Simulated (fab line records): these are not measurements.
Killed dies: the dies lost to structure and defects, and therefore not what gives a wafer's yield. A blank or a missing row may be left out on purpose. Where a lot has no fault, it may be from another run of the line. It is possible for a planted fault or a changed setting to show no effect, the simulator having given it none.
The tool behind it: which one? / flow n5_finfet / 33 wafers from 11 lots sampled at 5 of the route's 1938 steps

WHAT THE GAUGES SHOWED, per wafer
N5_BEOL_M11_THK_MEAS_01. Usual: for M11_ILD_THK the level is 268 nm and the standard deviation is 3.4.
lot=L693; measured=day 10 13:10; on=film_metro-01; M11_ILD_THK (nm)=265 263 268; flag=
lot=L695; measured=day 10 17:34; on=film_metro-01; M11_ILD_THK (nm)=274 273 269; flag=
lot=L702; measured=day 12 16:36; on=film_metro-02; M11_ILD_THK (nm)=272 263 191; flag=OFF
lot=L707; measured=day 13 22:31; on=film_metro-01; M11_ILD_THK (nm)=269 270 271; flag=
lot=L706; measured=day 14 01:58; on=film_metro-02; M11_ILD_THK (nm)=268 274 273; flag=
lot=L710; measured=day 14 02:56; on=film_metro-01; M11_ILD_THK (nm)=267 265 269; flag=
lot=L708; measured=day 14 10:40; on=film_metro-02; M11_ILD_THK (nm)=264 260 270; flag=
lot=L714; measured=day 15 13:29; on=film_metro-02; M11_ILD_THK (nm)=266 267 270; flag=
lot=L712; measured=day 15 14:02; on=film_metro-01; M11_ILD_THK (nm)=266 261 268; flag=
lot=L716; measured=day 16 03:27; on=film_metro-02; M11_ILD_THK (nm)=266 273 274; flag=
lot=L715; measured=day 16 04:58; on=film_metro-02; M11_ILD_THK (nm)=263 268 269; flag=

EACH LOT AND THE TOOL THAT RAN IT (in order: tool; ch and the chambers of the sampled wafers; start)
lot=L693; N5_BEOL_M10_CURE_72=uv_cure-03 ch 1, day 10 08:51; N5_BEOL_M10_DEP_56=pecvd-02 ch 0,1, day 10 12:26; N5_BEOL_M11_ILD_DEP_00=pecvd-01 ch 0,2, day 10 12:35; N5_BEOL_M11_CURE_71=uv_cure-03 ch 1, day 10 12:44
lot=L695; N5_BEOL_M10_CURE_72=uv_cure-02 ch 2, day 10 14:03; N5_BEOL_M10_DEP_56=pecvd-04 ch 1,2, day 10 16:22; N5_BEOL_M11_ILD_DEP_00=pecvd-01 ch 0,2, day 10 16:31; N5_BEOL_M11_CURE_71=uv_cure-03 ch 2, day 10 17:02
lot=L702; N5_BEOL_M10_CURE_72=uv_cure-02 ch 2, day 12 13:38; N5_BEOL_M10_DEP_56=pecvd-04 ch 0,2, day 12 15:51; N5_BEOL_M11_ILD_DEP_00=pecvd-01 ch 0,2, day 12 16:01; N5_BEOL_M11_CURE_71=uv_cure-01 ch 0, day 12 16:05
lot=L707; N5_BEOL_M10_CURE_72=uv_cure-02 ch 2, day 13 18:14; N5_BEOL_M10_DEP_56=pecvd-01 ch 0,1,2, day 13 21:47; N5_BEOL_M11_ILD_DEP_00=pecvd-02 ch 1,2, day 13 21:55; N5_BEOL_M11_CURE_71=uv_cure-02 ch 0, day 13 22:01
lot=L706; N5_BEOL_M10_CURE_72=uv_cure-02 ch 2, day 13 21:01; N5_BEOL_M10_DEP_56=pecvd-02 ch 0,1,2, day 14 00:13; N5_BEOL_M11_ILD_DEP_00=pecvd-02 ch 1,2, day 14 00:21; N5_BEOL_M11_CURE_71=uv_cure-01 ch 0, day 14 01:17
lot=L710; N5_BEOL_M10_CURE_72=uv_cure-02 ch 1, day 13 21:34; N5_BEOL_M10_DEP_56=pecvd-01 ch 0,1, day 14 01:41; N5_BEOL_M11_ILD_DEP_00=pecvd-02 ch 0,2, day 14 01:49; N5_BEOL_M11_CURE_71=uv_cure-01 ch 0, day 14 02:05
lot=L708; N5_BEOL_M10_CURE_72=uv_cure-02 ch 1, day 14 07:08; N5_BEOL_M10_DEP_56=pecvd-01 ch 0,1,2, day 14 09:41; N5_BEOL_M11_ILD_DEP_00=pecvd-02 ch 0,1,2, day 14 09:50; N5_BEOL_M11_CURE_71=uv_cure-02 ch 0, day 14 10:10
lot=L714; N5_BEOL_M10_CURE_72=uv_cure-02 ch 0, day 15 09:17; N5_BEOL_M10_DEP_56=pecvd-02 ch 1,2, day 15 12:46; N5_BEOL_M11_ILD_DEP_00=pecvd-01 ch 0,1,2, day 15 12:53; N5_BEOL_M11_CURE_71=uv_cure-01 ch 2, day 15 12:58
lot=L712; N5_BEOL_M10_CURE_72=uv_cure-01 ch 0, day 15 09:40; N5_BEOL_M10_DEP_56=pecvd-02 ch 0,1,2, day 15 13:18; N5_BEOL_M11_ILD_DEP_00=pecvd-01 ch 0,1,2, day 15 13:26; N5_BEOL_M11_CURE_71=uv_cure-02 ch 2, day 15 13:31
lot=L716; N5_BEOL_M10_CURE_72=uv_cure-01 ch 1, day 16 00:38; N5_BEOL_M10_DEP_56=pecvd-04 ch 0,1,2, day 16 02:43; N5_BEOL_M11_ILD_DEP_00=pecvd-01 ch 0,1,2, day 16 02:52; N5_BEOL_M11_CURE_71=uv_cure-02 ch 1, day 16 02:56
lot=L715; N5_BEOL_M10_CURE_72=uv_cure-01 ch 2, day 16 00:59; N5_BEOL_M10_DEP_56=pecvd-02 ch 0,1,2, day 16 04:03; N5_BEOL_M11_ILD_DEP_00=pecvd-01 ch 1,2, day 16 04:11; N5_BEOL_M11_CURE_71=uv_cure-02 ch 1, day 16 04:31
- N5_BEOL_M10_CURE_72: cures SiCOH lowk, time 120 s.
- N5_BEOL_M10_DEP_56: deposits SiCN from 3MS/NH3, target thk 15 nm, time 26.5 s.
- N5_BEOL_M11_ILD_DEP_00: deposits SiCOH lowk from DEMS/porogen, target thk 308.51 nm, time 58 s.
- N5_BEOL_M11_CURE_71: cures SiCOH lowk, time 240 s.

AS READ BY THE TOOLS THEMSELVES (means over the sampled wafers that have a number; for cases with no such wafer, the mark the record gives instead)
N5_BEOL_M10_CURE_72. Usual: lamp_power_pct 52.32 %, standard deviation 0.053; wafer_temp_C_max 371.9, standard deviation 0.48.
lot=L693; tool=uv_cure-03; lamp_power_pct (%)=52.30; wafer_temp_C_max=371.5; flag=
lot=L695; tool=uv_cure-02; lamp_power_pct (%)=52.38; wafer_temp_C_max=371.7; flag=
lot=L702; tool=uv_cure-02; lamp_power_pct (%)=52.34; wafer_temp_C_max=371.5; flag=
lot=L707; tool=uv_cure-02; lamp_power_pct (%)=52.34; wafer_temp_C_max=371.3; flag=
lot=L706; tool=uv_cure-02; lamp_power_pct (%)=52.29; wafer_temp_C_max=371.6; flag=
lot=L710; tool=uv_cure-02; lamp_power_pct (%)=52.31; wafer_temp_C_max=371.7; flag=
lot=L708; tool=uv_cure-02; lamp_power_pct (%)=52.33; wafer_temp_C_max=371.8; flag=
lot=L714; tool=uv_cure-02; lamp_power_pct (%)=52.31; wafer_temp_C_max=372.5; flag=
lot=L712; tool=uv_cure-01; lamp_power_pct (%)=52.30; wafer_temp_C_max=372.7; flag=
lot=L716; tool=uv_cure-01; lamp_power_pct (%)=52.28; wafer_temp_C_max=372.1; flag=
lot=L715; tool=uv_cure-01; lamp_power_pct (%)=52.31; wafer_temp_C_max=372.1; flag=

N5_BEOL_M10_DEP_56. Usual: showerhead_plenum_p_Torr 3.666 Torr, standard deviation 0.015; throttle_valve_pct 9.1 %, standard deviation 0.41.
lot=L693; tool=pecvd-02; showerhead_plenum_p_Torr (Torr)=3.677; throttle_valve_pct (%)=8.9; flag=
lot=L695; tool=pecvd-04; showerhead_plenum_p_Torr (Torr)=3.668; throttle_valve_pct (%)=9.0; flag=
lot=L702; tool=pecvd-04; showerhead_plenum_p_Torr (Torr)=3.650; throttle_valve_pct (%)=9.3; flag=
lot=L707; tool=pecvd-01; showerhead_plenum_p_Torr (Torr)=3.662; throttle_valve_pct (%)=9.2; flag=
lot=L706; tool=pecvd-02; showerhead_plenum_p_Torr (Torr)=3.673; throttle_valve_pct (%)=9.0; flag=
lot=L710; tool=pecvd-01; showerhead_plenum_p_Torr (Torr)=3.657; throttle_valve_pct (%)=9.1; flag=
lot=L708; tool=pecvd-01; showerhead_plenum_p_Torr (Torr)=3.660; throttle_valve_pct (%)=9.3; flag=
lot=L714; tool=pecvd-02; showerhead_plenum_p_Torr (Torr)=3.680; throttle_valve_pct (%)=8.9; flag=
lot=L712; tool=pecvd-02; showerhead_plenum_p_Torr (Torr)=3.676; throttle_valve_pct (%)=9.0; flag=
lot=L716; tool=pecvd-04; showerhead_plenum_p_Torr (Torr)=3.664; throttle_valve_pct (%)=9.2; flag=
lot=L715; tool=pecvd-02; showerhead_plenum_p_Torr (Torr)=3.671; throttle_valve_pct (%)=9.2; flag=

N5_BEOL_M11_ILD_DEP_00. Usual: heater_power_w 299 W, standard deviation 44; run_length_s 100.9 s, standard deviation 0.67; showerhead_plenum_p_Torr 5.742 Torr, standard deviation 0.012; throttle_valve_pct 14.0 %, standard deviation 0.63.
lot=L693; tool=pecvd-01; heater_power_w (W)=295; run_length_s (s)=100.6; showerhead_plenum_p_Torr (Torr)=5.736; throttle_valve_pct (%)=14.3; flag=
lot=L695; tool=pecvd-01; heater_power_w (W)=315; run_length_s (s)=101.0; showerhead_plenum_p_Torr (Torr)=5.730; throttle_valve_pct (%)=14.4; flag=
lot=L702; tool=pecvd-01; heater_power_w (W)=294; run_length_s (s)=94.1; showerhead_plenum_p_Torr (Torr)=5.738; throttle_valve_pct (%)=14.2; flag=OFF
lot=L707; tool=pecvd-02; heater_power_w (W)=304; run_length_s (s)=100.9; showerhead_plenum_p_Torr (Torr)=5.743; throttle_valve_pct (%)=14.0; flag=
lot=L706; tool=pecvd-02; heater_power_w (W)=315; run_length_s (s)=100.6; showerhead_plenum_p_Torr (Torr)=5.755; throttle_valve_pct (%)=13.7; flag=
lot=L710; tool=pecvd-02; heater_power_w (W)=319; run_length_s (s)=100.3; showerhead_plenum_p_Torr (Torr)=5.764; throttle_valve_pct (%)=13.2; flag=
lot=L708; tool=pecvd-02; heater_power_w (W)=312; run_length_s (s)=100.9; showerhead_plenum_p_Torr (Torr)=5.746; throttle_valve_pct (%)=13.8; flag=
lot=L714; tool=pecvd-01; heater_power_w (W)=325; run_length_s (s)=100.9; showerhead_plenum_p_Torr (Torr)=5.745; throttle_valve_pct (%)=14.0; flag=
lot=L712; tool=pecvd-01; heater_power_w (W)=312; run_length_s (s)=101.0; showerhead_plenum_p_Torr (Torr)=5.737; throttle_valve_pct (%)=14.2; flag=
lot=L716; tool=pecvd-01; heater_power_w (W)=303; run_length_s (s)=100.5; showerhead_plenum_p_Torr (Torr)=5.735; throttle_valve_pct (%)=14.0; flag=
lot=L715; tool=pecvd-01; heater_power_w (W)=313; run_length_s (s)=101.1; showerhead_plenum_p_Torr (Torr)=5.739; throttle_valve_pct (%)=13.6; flag=

N5_BEOL_M11_CURE_71. Usual: lamp_power_pct 52.31 %, standard deviation 0.048; wafer_temp_C_max 387.0, standard deviation 0.56.
lot=L693; tool=uv_cure-03; lamp_power_pct (%)=52.28; wafer_temp_C_max=387.3; flag=
lot=L695; tool=uv_cure-03; lamp_power_pct (%)=52.30; wafer_temp_C_max=386.4; flag=
lot=L702; tool=uv_cure-01; lamp_power_pct (%)=52.34; wafer_temp_C_max=387.4; flag=
lot=L707; tool=uv_cure-02; lamp_power_pct (%)=52.28; wafer_temp_C_max=387.6; flag=
lot=L706; tool=uv_cure-01; lamp_power_pct (%)=52.27; wafer_temp_C_max=387.3; flag=
lot=L710; tool=uv_cure-01; lamp_power_pct (%)=52.34; wafer_temp_C_max=388.0; flag=
lot=L708; tool=uv_cure-02; lamp_power_pct (%)=52.29; wafer_temp_C_max=386.8; flag=
lot=L714; tool=uv_cure-01; lamp_power_pct (%)=52.26; wafer_temp_C_max=387.2; flag=
lot=L712; tool=uv_cure-02; lamp_power_pct (%)=52.32; wafer_temp_C_max=386.4; flag=
lot=L716; tool=uv_cure-02; lamp_power_pct (%)=52.34; wafer_temp_C_max=387.0; flag=
lot=L715; tool=uv_cure-02; lamp_power_pct (%)=52.34; wafer_temp_C_max=386.8; flag=

THE ANSWER, worked out from the rows above alone
Rule: a lot is off if the mean of its wafers that have a number lies more than 3 standard deviations from the usual mean. A lot without any number at a reading at which 4 lots or more have one is off too. The other lots that the step has rows for count as sound. Order of review: gauges by route order, followed by the tools' own readings, for which a lot's mean as printed above is used. At the first step where some lot is off, the reading lying furthest off is the one used; lots without a number count as furthest.
Off: L702, at N5_BEOL_M11_THK_MEAS_01 (M11_ILD_THK).
If a tool, at a process step before that reading, ran all the lots that are off and no sound lot after the first of them, it fits. Not tried: the gauges at N5_BEOL_M11_THK_MEAS_01; whatever is off there is also off at N5_BEOL_M11_ILD_DEP_00, on other tools, and gauge error can't account for it. Of those tried, none fits.

WHAT THE SIMULATOR HAD INSERTED
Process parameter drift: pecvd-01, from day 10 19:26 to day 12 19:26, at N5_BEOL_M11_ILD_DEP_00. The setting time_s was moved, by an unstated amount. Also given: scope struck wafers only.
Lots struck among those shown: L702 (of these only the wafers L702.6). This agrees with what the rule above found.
